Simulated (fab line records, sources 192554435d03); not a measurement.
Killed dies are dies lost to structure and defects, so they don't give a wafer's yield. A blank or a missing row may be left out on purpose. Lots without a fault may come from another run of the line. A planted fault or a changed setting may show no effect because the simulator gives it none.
fab line records | flow n5_finfet
record lots=7 wafers=21
route steps=1938 shown BEOL_M4@1053 BEOL_M5@1154 BEOL_M6@1212 BEOL_M8@1359 BEOL_M11@1578
start_h: hours from the record's first day to the start of the lot's first wafer shown | wait_h: hours since the lot's step before | " the same as in the row above | L1.1+2: a row that stands for several wafers | - no value, or no start given | * or withheld: withheld | < > ~ a bound
route shown NAME@n: a module of which the file shows steps, and the number in the route of the first | usual: mean/standard deviation of fault-free wafers | same: alike in all rows | chamber/n: place in a boat | sites: the reading at each site | _std_site: their standard deviation | _edge_site: outer sites' mean less inner sites' | radius_mm: how far each site lies from the wafer's centre | mask NAME#n: copy n | behind: the tool/chamber that last shaped the wafer | hold: why the lot was held/for how many hours/how that ended | device: the transistor (n, p or np) that didn't switch | end of line: the same wafers' tests at the end of the route | a step without rows: its recipe alone | killed: dies lost to structure and defects at the first sort, not the wafer's yield | map: a wafer's dies, x killed, . not, _ none there
set.NAME: the setting as run; set.NAME@STEP: as run at that earlier step | model.NAME: the simulator's own value behind a step, which no gauge read
lots whose settings were changed on purpose; a table a step, a row a wafer
## steps
# step N5_BEOL_M4_EXPOSE_25
# recipe mask_id=V3 na=0.33 source_shape=quasar sigma_inner=0.2 sigma_outer=0.8 polarization=unpolarized defocus_nm=5 dose_mj=63
# columns lot.wafer tool chamber start_h wait_h mask set.dose_mj
L075.1+3+6 euv_scanner-01 0 175.06 - V3#0 63
L079.2+3 euv_scanner-02 0 196.04 - V3#0 64.59
L079.5 " 0 " " V3#0 63
L082.1 euv_scanner-02 0 216.61 - V3#0 63
L082.2+5 " 0 " " V3#0 66.03
L083.2+3 euv_scanner-01 0 226.39 - V3#0 60.71
L083.4 " 0 " " V3#0 63
L086.2+5+6 euv_scanner-02 0 244.13 - V3#0 63
L092.2+5+6 euv_scanner-02 0 271.07 - V3#0 63
L097.2 euv_scanner-02 0 349.91 - V3#0 63
L097.4+5 " 0 " " V3#0 66.15
# step N5_BEOL_M4_PEB_26
# recipe peb_temp_c=100 peb_time_s=60 resist=CAR-EUV
# step N5_BEOL_M4_DEVELOP_27
# recipe develop_time_s=30 developer=TMAH resist=CAR-EUV rinse_liquid=surfactant_rinse dry=air_spin dev_temp_c=23
# step N5_BEOL_M4_CD_MEAS_28
# recipe target_cd_nm=26.2 landing_energy_ev=500 detector=se_inlens target_cd_y_nm=24.1 polarity=opening
# usual cd_nm=26.18/0.26
# columns lot.wafer tool chamber start_h wait_h set.dose_mj@BEOL_M4_EXPOSE_25 cd_nm
L075.1 cd_sem-01 0 175.21 - 63 25.99
L075.3 " 0 " " 63 25.96
L075.6 " 0 " " 63 25.85
L079.2 cd_sem-01 0 196.18 - 64.59 26.45
L079.3 " 0 " " 64.59 26.80
L079.5 " 0 " " 63 26.13
L082.1 cd_sem-01 0 216.76 - 63 26.33
L082.2 " 0 " " 66.03 27.23
L082.5 " 0 " " 66.03 27.03
L083.2 cd_sem-02 0 226.53 - 60.71 25.83
L083.3 " 0 " " 60.71 25.98
L083.4 " 0 " " 63 26.28
L086.2 cd_sem-01 0 244.27 - 63 26.37
L086.5 " 0 " " 63 26.44
L086.6 " 0 " " 63 26.28
L092.2 cd_sem-03 0 271.21 - 63 26.30
L092.5 " 0 " " 63 26.15
L092.6 " 0 " " 63 26.14
L097.2 cd_sem-03 0 350.04 - 63 26.15
L097.4 " 0 " " 66.15 27.33
L097.5 " 0 " " 66.15 27.16
# step N5_BEOL_M4_ALD_98
# recipe material=SiO2 target_thk_a=25 temp_c=100 ald_precursor_family=BDEAS ald_co_reactant=O2-plasma pulse_time_s=1 co_reactant_pulse_time_s=1 purge_time_s=2 co_reactant_purge_time_s=2 ald_cycles=17 pressure_torr=2
# step N5_BEOL_M4_ETCHBACK_99
# recipe chemistry=CHF3 target=SiO2 target_depth_a=50 time_s=10.4 source_w=215 bias_w=47 Ar_flow_sccm=200 CHF3_flow_sccm=12 ion_energy_ev=100 pressure_mtorr=30
# step N5_BEOL_M4_ETCH_70
# recipe chemistry=N2/H2 target=SOC target_depth_a=800 overetch_a=240 mask_material=SiARC temp_c=40 time_s=130 ion_energy_ev=200 pressure_mtorr=30 source_w=840 bias_w=150 n2_flow_sccm=200 h2_flow_sccm=200
# columns lot.wafer tool chamber start_h wait_h set.spin_rpm@BEOL_M4_COAT_67 model.etch.depth_nm
L075.1 rie_diel-01 2 183.44 0.0 1500 59.66
L075.3 " 1 " " 1500 59.76
L075.6 " 0 " " 1500 59.73
L079.2 rie_diel-01 0 199.89 0.0 1500 59.9
L079.3 " 3 " " 1500 59.88
L079.5 " 0 " " 1632 57.42
L082.1 rie_diel-04 2 228.47 0.0 1500 60.1
L082.2 " 0 " " 1500 60.05
L082.5 " 3 " " 1500 60.21
L083.2 rie_diel-02 1 232.72 0.0 1418 61.69
L083.3 " 2 " " 1500 59.93
L083.4 " 1 " " 1418 61.79
L086.2 rie_diel-04 2 257.95 0.0 1547 58.84
L086.5 " 2 " " 1500 59.84
L086.6 " 3 " " 1500 59.77
L092.2 rie_diel-01 0 281.82 0.0 1500 60.09
L092.5 " 2 " " 1368 62.83
L092.6 " 1 " " 1368 62.77
L097.2 rie_diel-01 3 351.30 0.0 1500 59.77
L097.4 " 2 " " 1443 60.99
L097.5 " 1 " " 1443 60.96
# step N5_BEOL_M4_STRIP_71
# recipe chemistry=N2/H2 temp_c=40 n2_flow_sccm=200 h2_flow_sccm=200 rf_frequency_hz=6e+07
# step N5_BEOL_M4_STRIP_78
# recipe chemistry=N2/H2 temp_c=40 n2_flow_sccm=200 h2_flow_sccm=200 rf_frequency_hz=6e+07
# step N5_BEOL_M4_VIA_ETCH_34
# recipe chemistry=C4F6/O2 target_depth_a=694 mask_material=SOC pressure_mtorr=15 ion_energy_ev=250 taper_deg=4 time_s=65.9 source_w=350 bias_w=170 Ar_flow_sccm=300 C4F6_flow_sccm=10 O2_flow_sccm=10
# columns lot.wafer tool chamber start_h wait_h set.spin_rpm@BEOL_M4_COAT_67 model.SOC_of_BEOL_M4_COAT_67.thk_nm
L075.1 rie_diel-01 2 183.55 0.0 1500 51.2
L075.3+6 " 1,0 " " 1500 51.6
L079.2 rie_diel-01 0 200.00 0.0 1500 51.8
L079.3 " 3 " " 1500 51.6
L079.5 " 0 " " 1632 49.4
L082.1+2 rie_diel-04 2,0 228.57 0.0 1500 52
L082.5 " 3 " " 1500 52.2
L083.2 rie_diel-02 1 232.82 0.0 1418 53.4
L083.3 " 2 " " 1500 52
L083.4 " 1 " " 1418 53.6
L086.2 rie_diel-04 2 258.06 0.0 1547 50.8
L086.5+6 " 2,3 " " 1500 51.8
L092.2 rie_diel-01 0 281.93 0.0 1500 52
L092.5+6 " 2,1 " " 1368 54.6
L097.2 rie_diel-01 3 351.40 0.0 1500 51.6
L097.4 " 2 " " 1443 52.6
L097.5 " 1 " " 1443 52.8
# step N5_BEOL_M4_SPUTTER_48
# recipe material=Cu target_thk_a=45 temp_c=-20 chamber_pressure_pa=0.07 power_w=withheld time_s=8.29
# columns lot.wafer tool chamber start_h wait_h set.time_s model.Cu_of_BEOL_M4_SPUTTER_48.thk_nm
L075.1+3+6 pvd_sputter-01 - 185.45 0.3 8.29 4.6
L079.2+3 pvd_sputter-03 - 201.65 0.2 7.2 -
L079.5 " - " " 8.29 4.4
L082.1+2+5 pvd_sputter-02 - 230.14 0.1 8.29 4.4
L083.2 pvd_sputter-02 - 234.28 0.2 8.986 4.8
L083.3 " - " " 8.29 4.6
L083.4 " - " " 8.29 4.4
L086.2+6 pvd_sputter-03 - 259.18 0.1 8.29 4.6
L086.5 " - " " 7.231 4
L092.2+5 pvd_sputter-01 - 284.11 0.3 8.29 4.6
L092.6 " - " " 7.913 4.2
L097.2+5 pvd_sputter-01 - 352.87 0.2 8.29 4.4
L097.4 " - " " 8.29 4.6
# step N5_BEOL_M5_ETCH_68
# recipe chemistry=N2/H2 target=SOC target_depth_a=800 overetch_a=160 mask_material=SiARC temp_c=40 time_s=120 ion_energy_ev=200 pressure_mtorr=30 source_w=840 bias_w=150 n2_flow_sccm=200 h2_flow_sccm=200
# usual rf_vpp_V=523.3/2.8
# columns lot.wafer tool chamber start_h wait_h set.bias_w rf_vpp_V
L075.1 rie_diel-06 2 193.81 0.0 150 524.3
L075.3 " 1 " " 150 519.5
L075.6 " 0 " " 150 525.3
L079.2 rie_diel-06 0 210.30 0.0 160.3 548.9
L079.3 " 1 " " 150 518.7
L079.5 " 3 " " 150 527.7
L082.1 rie_diel-06 2 239.54 0.0 158.9 544.2
L082.2 " 3 " " 158.9 546.3
L082.5 " 1 " " 158.9 536.9
L083.2 rie_diel-03 0 247.09 0.0 150 522.7
L083.3 " 2 " " 150 520.9
L083.4 " 3 " " 150 527.7
L086.2 rie_diel-05 3 270.15 0.0 150 523.9
L086.5 " 0 " " 150 522.8
L086.6 " 1 " " 150 521.1
L092.2 rie_diel-03 0 292.19 0.0 150 523.2
L092.5 " 1 " " 160.8 545.2
L092.6 " 0 " " 150 522.2
L097.2 rie_diel-03 2 362.27 0.0 166.8 555.8
L097.4 " 2 " " 150 519.3
L097.5 " 0 " " 150 522.9
# step N5_BEOL_M6_ETCH_62
# recipe chemistry=N2/H2 target=SOC target_depth_a=1100 overetch_a=220 mask_material=SiARC temp_c=40 time_s=165 ion_energy_ev=200 pressure_mtorr=30 source_w=840 bias_w=150 n2_flow_sccm=200 h2_flow_sccm=200
# columns lot.wafer tool chamber start_h wait_h set.time_s model.SiARC_of_BEOL_M6_COAT_60.thk_nm
L075.1 rie_diel-04 2 203.83 0.0 165 28.6
L075.3 " 0 " " 165 28.4
L075.6 " 0 " " 165 28.2
L079.2 rie_diel-04 2 220.10 0.0 193.2 27.4
L079.3 " 3 " " 165 28.2
L079.5 " 2 " " 165 28.6
L082.1 rie_diel-02 3 251.41 0.0 165 28
L082.2+5 " 1 " " 176.3 27.8
L083.2 rie_diel-04 1 255.76 0.0 143.1 29.8
L083.3 " 2 " " 143.1 29.4
L083.4 " 0 " " 165 28.2
L086.2 rie_diel-04 0 282.25 0.0 165 28.4
L086.5 " 1 " " 165 29.2
L086.6 " 2 " " 165 28.8
L092.2 rie_diel-04 2 303.38 0.0 165 28.6
L092.5 " 2 " " 192.7 27.4
L092.6 " 1 " " 192.7 27.8
L097.2 rie_diel-01 0 376.04 0.0 194.6 27.4
L097.4 " 2 " " 165 28.2
L097.5 " 1 " " 194.6 27
# step N5_BEOL_M6_STRIP_68
# recipe chemistry=N2/H2 temp_c=40 n2_flow_sccm=200 h2_flow_sccm=200 rf_frequency_hz=6e+07
# step N5_BEOL_M6_STRIP_67
# recipe chemistry=CF4 resist=SiARC power_w=300 bias_power_w=75 pressure_mtorr=50 cf4_flow_sccm=150 rf_frequency_hz=6e+07
# step N5_BEOL_M6_HM_OPEN_17
# recipe chemistry=Cl2/BCl3 target_depth_a=200 overetch_a=60 target=TiN mask_material=SOC ion_energy_ev=150 pressure_mtorr=10 icp_w=1000 bias_w=126 Cl2_flow_sccm=53.25 bcl3_flow_sccm=21.75 Ar_flow_sccm=25
# columns lot.wafer tool chamber start_h wait_h set.time_s@BEOL_M6_ETCH_62 model.etch.depth_nm
L075.1 rie_metal-03 1 204.02 0.0 165 19.99
L075.3 " 1 " " 165 20.01
L075.6 " 0 " " 165 20.07
L079.2 rie_metal-03 1 220.29 0.0 193.2 17.37
L079.3 " 1 " " 165 20.34
L079.5 " 1 " " 165 20.49
L082.1 rie_metal-01 1 251.59 0.0 165 19.72
L082.2 " 1 " " 176.3 18.48
L082.5 " 1 " " 176.3 18.67
L083.2 rie_metal-02 0 255.94 0.0 143.1 19.91
L083.3 " 1 " " 143.1 19.59
L083.4 " 0 " " 165 19.88
L086.2 rie_metal-01 0 282.44 0.0 165 20.32
L086.5 " 0 " " 165 20.23
L086.6 " 1 " " 165 20.27
L092.2 rie_metal-03 0 303.57 0.0 165 19.92
L092.5 " 1 " " 192.7 17.16
L092.6 " 0 " " 192.7 17.48
L097.2 rie_metal-03 1 376.23 0.0 194.6 16.94
L097.4 " 1 " " 165 19.87
L097.5 " 1 " " 194.6 16.78
# step N5_BEOL_M6_COAT_22
# recipe resist=CAR-EUV spin_rpm=1500 resist_thk_nm=30
# columns lot.wafer tool chamber start_h wait_h set.spin_rpm model.CAR-EUV_of_BEOL_M6_COAT_22.thk_nm
L075.1+3+6 litho_track-02 0 - - 1500 30
L079.2 litho_track-04 0 - - 1500 30.2
L079.3 " 0 " " 1586 29.2
L079.5 " 0 " " 1500 30
L082.1 litho_track-04 0 - - 1500 30.2
L082.2+5 " 0 " " 1500 30
L083.2+3 litho_track-05 0 - - 1500 30
L083.4 " 0 " " 1637 28.8
L086.2+6 litho_track-05 0 - - 1500 30
L086.5 " 0 " " 1500 29.8
L092.2+5 litho_track-04 0 - - 1500 30
L092.6 " 0 " " 1362 31.6
L097.2+4+5 litho_track-05 0 - - 1500 30
# step N5_BEOL_M6_EBR_24
# recipe solvent=PGMEA ebr_width_mm=1.5
# step N5_BEOL_M6_SOFTBAKE_23
# recipe temp_c=110 time_s=60 resist=CAR-EUV
# step N5_BEOL_M6_EXPOSE_25
# recipe mask_id=V5 na=0.33 source_shape=annular sigma_inner=0.4 sigma_outer=0.8 polarization=unpolarized target_cd_nm=40 dose_mj=45
# step N5_BEOL_M6_PEB_26
# recipe peb_temp_c=100 peb_time_s=60 resist=CAR-EUV
# step N5_BEOL_M6_DEVELOP_27
# recipe develop_time_s=30 developer=TMAH resist=CAR-EUV rinse_liquid=surfactant_rinse dry=air_spin dev_temp_c=23
# columns lot.wafer tool chamber start_h wait_h set.spin_rpm@BEOL_M6_COAT_22 model.CAR-EUV_of_BEOL_M6_COAT_22.thk_nm
L075.1 litho_track-02 0 - - 1500 29.4
L075.3+6 " 0 " " 1500 29.6
L079.2+5 litho_track-04 0 - - 1500 29.6
L079.3 " 0 " " 1586 28.8
L082.1+2+5 litho_track-04 0 - - 1500 29.6
L083.2+3 litho_track-02 0 - - 1500 29.4
L083.4 " 0 " " 1637 28.2
L086.2+6 litho_track-04 0 - - 1500 29.6
L086.5 " 0 " " 1500 29.4
L092.2+5 litho_track-05 0 - - 1500 29.6
L092.6 " 0 " " 1362 31
L097.2 litho_track-05 0 - - 1500 29.6
L097.4+5 " 0 " " 1500 29.4
# step N5_BEOL_M6_DESCUM_33
# recipe chemistry=O2 time_s=7 source_power_w=50 bias_power_w=20 pressure_mtorr=20 rf_frequency_hz=2.712e+07 temp_c=40 resist=CAR-EUV o2_flow_sccm=225
# columns lot.wafer tool chamber start_h wait_h set.spin_rpm@BEOL_M6_COAT_22 model.CAR-EUV_of_BEOL_M6_COAT_22.thk_nm
L075.1+3 rie_diel-01 3,2 204.89 0.3 1500 26
L075.6 " 3 " " 1500 26.2
L079.2+5 rie_diel-02 2 222.17 0.7 1500 26.2
L079.3 " 1 " " 1586 25.2
L082.1 rie_diel-02 1 254.28 0.0 1500 26.2
L082.2+5 " 0 " " 1500 26
L083.2+3 rie_diel-04 1,0 257.52 0.0 1500 26
L083.4 " 3 " " 1637 24.8
L086.2+5+6 rie_diel-02 2,1,2 283.65 0.0 1500 26
L092.2+5 rie_diel-02 3 304.42 0.2 1500 26
L092.6 " 2 " " 1362 27.6
L097.2+4+5 rie_diel-02 2,3,2 378.89 0.0 1500 26
# step N5_BEOL_M8_COAT_22
# recipe resist=CAR-EUV spin_rpm=1500 resist_thk_nm=30
# columns lot.wafer tool chamber start_h wait_h set.spin_rpm model.CAR-EUV_of_BEOL_M8_COAT_22.thk_nm
L075.1+3+6 litho_track-05 0 - - 1500 30
L079.2 litho_track-05 0 - - 1500 30
L079.3+5 " 0 " " 1382 31.4
L082.1+5 litho_track-01 0 - - 1500 30
L082.2 " 0 " " 1500 30.2
L083.2 litho_track-05 0 - - 1500 30
L083.3+4 " 0 " " 1335 31.8
L086.2+6 litho_track-05 0 - - 1500 30
L086.5 " 0 " " 1442 30.4
L092.2 litho_track-01 0 - - 1500 30
L092.5+6 " 0 " " 1334 31.8
L097.2 litho_track-02 0 - - 1403 31
L097.4+5 " 0 " " 1500 30
# step N5_BEOL_M8_EBR_24
# recipe solvent=PGMEA ebr_width_mm=1.5
# step N5_BEOL_M8_SOFTBAKE_23
# recipe temp_c=110 time_s=60 resist=CAR-EUV
# step N5_BEOL_M8_EXPOSE_25
# recipe mask_id=V7 na=0.33 source_shape=annular sigma_inner=0.4 sigma_outer=0.8 polarization=unpolarized target_cd_nm=40 dose_mj=42.5
# step N5_BEOL_M8_PEB_26
# recipe peb_temp_c=100 peb_time_s=60 resist=CAR-EUV
# step N5_BEOL_M8_DEVELOP_27
# recipe develop_time_s=30 developer=TMAH resist=CAR-EUV rinse_liquid=surfactant_rinse dry=air_spin dev_temp_c=23
# columns lot.wafer tool chamber start_h wait_h set.spin_rpm@BEOL_M8_COAT_22 model.CAR-EUV_of_BEOL_M8_COAT_22.thk_nm
L075.1+3+6 litho_track-02 0 - - 1500 29.6
L079.2 litho_track-05 0 - - 1500 29.6
L079.3+5 " 0 " " 1382 30.8
L082.1+5 litho_track-01 0 - - 1500 29.6
L082.2 " 0 " " 1500 29.8
L083.2 litho_track-01 0 - - 1500 29.6
L083.3+4 " 0 " " 1335 31.4
L086.2+6 litho_track-05 0 - - 1500 29.4
L086.5 " 0 " " 1442 30
L092.2 litho_track-01 0 - - 1500 29.4
L092.5+6 " 0 " " 1334 31.4
L097.2 litho_track-02 0 - - 1403 30.6
L097.4+5 " 0 " " 1500 29.6
# step N5_BEOL_M8_ETCH_65
# recipe chemistry=CF4 target=SiARC target_depth_a=156 mask_material=CAR-EUV time_s=26 ion_energy_ev=80 pressure_mtorr=40 source_w=545 bias_w=36 Ar_flow_sccm=100 cf4_flow_sccm=100 ends=cleared
# usual etch_rf_on_time_s=25.9/0.55 rf_vpp_V=184.1/1.3
# columns lot.wafer tool chamber start_h wait_h set.source_w etch_rf_on_time_s rf_vpp_V
L075.1 rie_diel-04 0 223.16 0.0 545 25.9 183.6
L075.3 " 3 " " 545 25.7 183.5
L075.6 " 0 " " 545 26.0 185.6
L079.2 rie_diel-04 2 235.90 0.0 545 26.2 182.0
L079.3 " 3 " " 545 26.0 184.4
L079.5 " 2 " " 545 26.2 183.4
L082.1 rie_diel-02 3 272.04 0.0 605 22.4 178.4
L082.2 " 1 " " 545 25.6 183.2
L082.5 " 1 " " 545 25.6 182.6
L083.2 rie_diel-01 3 272.16 0.0 515.6 27.5 189.5
L083.3 " 2 " " 515.6 27.5 189.2
L083.4 " 0 " " 545 27.3 183.8
L086.2 rie_diel-02 2 299.51 0.0 545 25.6 184.2
L086.5 " 0 " " 482.9 28.7 193.2
L086.6 " 1 " " 482.9 28.8 191.3
L092.2 rie_diel-01 3 320.38 0.0 545 25.6 185.7
L092.5 " 1 " " 545 25.7 183.4
L092.6 " 2 " " 545 26.1 185.9
L097.2 rie_diel-04 3 394.84 0.0 477.4 29.5 192.6
L097.4 " 2 " " 477.4 29.6 192.4
L097.5 " 3 " " 545 26.0 184.2
# step N5_BEOL_M11_TRENCH_ETCH_37
# recipe chemistry=C4F6/O2 target_depth_a=1488.3 target=SiCOH_lowk time_s=48 ion_energy_ev=250 pressure_mtorr=30 source_w=345 bias_w=185 Ar_flow_sccm=300 C4F6_flow_sccm=10 O2_flow_sccm=10
# usual rf_vpp_V=666/13
# columns lot.wafer tool chamber start_h wait_h set.bias_w rf_vpp_V
L075.1 rie_diel-05 2 - - 185 657
L075.3 " 0 " " 185 650
L075.6 " 1 " " 185 679
L079.2 rie_diel-06 2 - - 185 651
L079.3 " 0 " " 185 671
L079.5 " 1 " " 185 667
L082.1 rie_diel-03 3 - - 185 652
L082.2 " 2 " " 185 669
L082.5 " 2 " " 185 669
L083.2 rie_diel-03 2 - - 163.6 608
L083.3 " 3 " " 163.6 592
L083.4 " 0 " " 163.6 616
L086.2 rie_diel-06 0 - - 155.2 584
L086.5 " 0 " " 155.2 583
L086.6 " 1 " " 185 666
L092.2 rie_diel-05 3 - - 185 677
L092.5 " 3 " " 185 677
L092.6 " 1 " " 199 718
L097.2 rie_diel-06 3 - - 185 681
L097.4 " 1 " " 185 665
L097.5 " 1 " " 185 667
# step N5_BEOL_M11_DEP_56
# recipe material=SiCN target_thk_a=300 temp_c=withheld precursor=3MS/NH3 pressure_torr=3 rf_w=675 time_s=10.5
# columns lot.wafer tool chamber start_h wait_h set.time_s model.SiCN_of_BEOL_M11_DEP_56.thk_nm
L075.1+6 pecvd-04 1 251.39 0.0 10.5 30.4
L075.3 " 2 " " 10.5 29.6
L079.2 pecvd-03 1 265.54 0.0 11.77 32.8
L079.3 " 2 " " 11.77 33
L079.5 " 2 " " 10.5 30
L082.1 pecvd-03 0 301.38 0.0 10 28.2
L082.2 " 1 " " 10.5 29.4
L082.5 " 1 " " 10 28.6
L083.2+3 pecvd-03 2,1 302.36 0.0 11.8 32.6
L083.4 " 1 " " 10.5 29.4
L086.2+5 pecvd-01 0,1 326.56 0.0 10.5 29.6
L086.6 " 0 " " 10.91 30.6
L092.2 pecvd-03 2 347.95 0.0 10.5 29.2
L092.5 " 1 " " 11.56 32.8
L092.6 " 0 " " 10.5 30
L097.2 pecvd-01 0 429.47 0.0 9.575 26.6
L097.4+5 " 0 " " 10.5 29.8
## key
split step=N5_BEOL_M4_EXPOSE_25 setting=dose_mj stated=63 by=wafer
response step=N5_BEOL_M4_CD_MEAS_28 reading=cd_nm change=+0.177 per=1% r=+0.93
split step=N5_BEOL_M4_SPUTTER_48 setting=time_s stated=8.29 by=wafer
response step=N5_BEOL_M4_SPUTTER_48 reading=model.Cu_of_BEOL_M4_SPUTTER_48.thk_nm change=+0.0472 per=1% r=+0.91
split step=N5_BEOL_M5_ETCH_68 setting=bias_w stated=150 by=wafer
response step=N5_BEOL_M5_ETCH_68 reading=rf_vpp_V change=+3.24 per=1% r=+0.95
split step=N5_BEOL_M6_ETCH_62 setting=time_s stated=165 by=wafer
response step=N5_BEOL_M6_ETCH_62 reading=model.SiARC_of_BEOL_M6_COAT_60.thk_nm change=-0.0641 per=1% r=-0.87
response step=N5_BEOL_M6_HM_OPEN_17 reading=model.etch.depth_nm change=-0.139 per=1% r=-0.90
split step=N5_BEOL_M6_COAT_22 setting=spin_rpm stated=1500 by=wafer
response step=N5_BEOL_M6_COAT_22 reading=model.CAR-EUV_of_BEOL_M6_COAT_22.thk_nm change=-0.153 per=1% r=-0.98
response step=N5_BEOL_M6_DEVELOP_27 reading=model.CAR-EUV_of_BEOL_M6_COAT_22.thk_nm change=-0.141 per=1% r=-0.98
response step=N5_BEOL_M6_DESCUM_33 reading=model.CAR-EUV_of_BEOL_M6_COAT_22.thk_nm change=-0.156 per=1% r=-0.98
split step=N5_BEOL_M8_COAT_22 setting=spin_rpm stated=1500 by=wafer
response step=N5_BEOL_M8_COAT_22 reading=model.CAR-EUV_of_BEOL_M8_COAT_22.thk_nm change=-0.162 per=1% r=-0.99
response step=N5_BEOL_M8_DEVELOP_27 reading=model.CAR-EUV_of_BEOL_M8_COAT_22.thk_nm change=-0.166 per=1% r=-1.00
split step=N5_BEOL_M8_ETCH_65 setting=source_w stated=545 by=wafer
response step=N5_BEOL_M8_ETCH_65 reading=etch_rf_on_time_s change=* per=1% r=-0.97
response step=N5_BEOL_M8_ETCH_65 reading=rf_vpp_V change=-0.629 per=1% r=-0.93
split step=N5_BEOL_M11_TRENCH_ETCH_37 setting=bias_w stated=185 by=wafer
response step=N5_BEOL_M11_TRENCH_ETCH_37 reading=rf_vpp_V change=+5.14 per=1% r=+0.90
split step=N5_BEOL_M11_DEP_56 setting=time_s stated=10.5 by=wafer
response step=N5_BEOL_M11_DEP_56 reading=model.SiCN_of_BEOL_M11_DEP_56.thk_nm change=+0.278 per=1% r=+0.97
split outside_this_file step=N5_BEOL_M4_COAT_67 setting=spin_rpm
# split outside_this_file: this setting was split too, and the file shows its column; the key of that split is in another file
